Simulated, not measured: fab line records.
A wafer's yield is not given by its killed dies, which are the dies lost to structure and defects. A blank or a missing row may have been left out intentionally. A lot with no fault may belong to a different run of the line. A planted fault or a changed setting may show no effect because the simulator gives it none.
A single fault, viewed from 3 desks || flow nand harc || each desk holds nothing but its own numbers, with what lay behind them at the end

## THE METROLOGY DESK
Lot by lot, what the gauges showed, no matter which tool ran the lot: averages of those sampled wafers that carry a number. Any lot whose mean is over 4 standard deviations away from the usual mean is out of limits and marked OUT; that distance is given in the brackets.
Columns: A = thk nm at NHARC_A_BONDPAD_THK_MEAS_20, usual 170.2 nm
{"lot": "L924", "first seen here": "day 23 13:19", "A": 171.0}
{"lot": "L926", "first seen here": "day 24 01:00", "A": 171.1}
{"lot": "L927", "first seen here": "day 24 14:59", "A": 170.5}
{"lot": "L930", "first seen here": "day 25 17:20", "A": 170.3}
{"lot": "L929", "first seen here": "day 25 20:41", "A": 170.6}
{"lot": "L932", "first seen here": "day 26 15:29", "A": 171.0}
{"lot": "L933", "first seen here": "day 26 17:37", "A": 170.2}
{"lot": "L937", "first seen here": "day 28 03:58", "A": 168.9}
{"lot": "L938", "first seen here": "day 28 21:16", "A": 170.5}
{"lot": "L940", "first seen here": "day 29 18:53", "A": 169.9}
{"lot": "L941", "first seen here": "day 30 00:16", "A": 169.9}
{"lot": "L942", "first seen here": "day 31 02:19", "A": 168.9}
This desk's verdict: no lot among the 12 shows anything out of limits.

## THE DEFECT DESK
Counts from the inspections along the route, per lot, as means over the sampled wafers that have a number. Any lot whose mean is over 4 standard deviations away from the usual mean is out of limits and marked OUT; that distance is given in the brackets.
Columns: A = raw defect count at NHARC_A_BONDPAD_INSPECT_23, usual 531
{"lot": "L924", "first seen here": "day 23 13:33", "A": 438}
{"lot": "L926", "first seen here": "day 24 01:14", "A": 424}
{"lot": "L927", "first seen here": "day 24 15:12", "A": 450}
{"lot": "L930", "first seen here": "day 25 17:32", "A": 440}
{"lot": "L929", "first seen here": "day 25 20:55", "A": 550}
{"lot": "L932", "first seen here": "day 26 15:42", "A": 452}
{"lot": "L933", "first seen here": "day 26 17:50", "A": 525}
{"lot": "L937", "first seen here": "day 28 04:10", "A": 435}
{"lot": "L938", "first seen here": "day 28 21:28", "A": 713}
{"lot": "L940", "first seen here": "day 29 19:07", "A": 662}
{"lot": "L941", "first seen here": "day 30 00:31", "A": 664}
{"lot": "L942", "first seen here": "day 31 02:32", "A": 404}
This desk's verdict: no lot among the 12 shows anything out of limits.

## AT THE TOOL OWNER'S DESK: pecvd-04
The tool's own readings at NHARC_A_M0_DEP_00 (deposits SiOC, target thk 150 nm): means of the sampled wafers that have a number, for each lot that ran on this tool. Any lot whose mean is over 4 standard deviations away from the usual mean is out of limits and marked OUT; that distance is given in the brackets.
Columns: A = rf fwd power W at NHARC_A_M0_DEP_00, usual 598.7 W; B = showerhead vpp V at NHARC_A_M0_DEP_00, usual 1482 V
{"lot": "L924", "first seen here": "day 23 01:19", "A": 599.0, "B": 1437}
{"lot": "L926", "first seen here": "day 23 12:58", "A": 600.4, "B": 1459}
{"lot": "L941", "first seen here": "day 29 12:06", "A": 598.0, "B": 1428}
{"lot": "L944", "first seen here": "day 31 08:05", "A": 600.2, "B": 1419}
{"lot": "L945", "first seen here": "day 31 11:16", "A": 599.0, "B": 1451}
This desk's verdict: no lot among the 5 shows anything out of limits.

## PUT TOGETHER
Nothing out of limits was seen by the metrology desk.
Nothing the defect desk looked at was out of limits.
Nothing out of limits was seen by the tool owner's desk.

## WHAT THE SIMULATOR PUT IN
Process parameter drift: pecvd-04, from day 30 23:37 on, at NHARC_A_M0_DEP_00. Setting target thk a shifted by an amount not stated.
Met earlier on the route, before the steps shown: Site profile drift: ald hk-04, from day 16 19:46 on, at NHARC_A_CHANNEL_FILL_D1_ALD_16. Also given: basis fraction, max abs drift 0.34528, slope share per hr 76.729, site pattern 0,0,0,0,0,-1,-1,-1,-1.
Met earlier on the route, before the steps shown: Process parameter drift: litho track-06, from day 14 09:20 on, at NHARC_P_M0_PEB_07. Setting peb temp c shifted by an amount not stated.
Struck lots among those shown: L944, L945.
